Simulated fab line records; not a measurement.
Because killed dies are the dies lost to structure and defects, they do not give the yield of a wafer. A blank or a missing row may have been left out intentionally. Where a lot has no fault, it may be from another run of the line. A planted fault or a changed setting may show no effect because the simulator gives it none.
Chamber matching | flow nandHarc | pecvd-01 running NHARC_A_STAIRCASE_DEP_259: 3 sister chambers
The step deposits SiON, target thk 30 nm. 3 wafers are shown with their chamber, then 9 later ones without.

== WAFERS, EACH WITH ITS CHAMBER ==
wafer  | chamber | heaterPowerW (W)
L086.1 | 2       | 766
L086.4 | 0       | 787
L086.6 | 1       | 734

== WAFERS MISSING THEIR CHAMBER ==
wafer  | heaterPowerW (W)
L090.1 | 723
L090.2 | 748
L090.6 | 767
L091.1 | 847
L091.5 | 863
L091.6 | 751
L097.3 | 790
L097.4 | 738
L097.6 | 874

== WHICH CHAMBER EACH ONE RAN IN ==
wafer  | from the rows above          | in truth
L090.1 | can't be placed: 1 or 2 or 0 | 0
L090.2 | can't be placed: 1 or 2 or 0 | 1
L090.6 | can't be placed: 2 or 0 or 1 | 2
L091.1 | can't be placed: 0 or 2 or 1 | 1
L091.5 | can't be placed: 0 or 2 or 1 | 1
L091.6 | can't be placed: 2 or 1 or 0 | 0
L097.3 | can't be placed: 0 or 2 or 1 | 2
L097.4 | can't be placed: 1 or 2 or 0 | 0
L097.6 | can't be placed: 0 or 2 or 1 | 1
Placed correctly: 0 of 9. Unplaceable from these rows: 9, with the true chamber sitting among the candidates in 9. Number placed wrongly: 0.
How it was worked out, from the rows above alone: a wafer's distance from a chamber is the root of the sum, over the readings, of the square of ((its reading less the chamber's mean) divided by the reading's scatter). If the next closest chamber is less than 2 further off than the closest, the wafer can't be placed; otherwise it belongs to the closest. For every chamber, the mean is computed from those of its wafers that are shown. The scatter: with one shown wafer a chamber, the root of the mean of the squares of how far each hidden wafer lies from its nearest shown one.
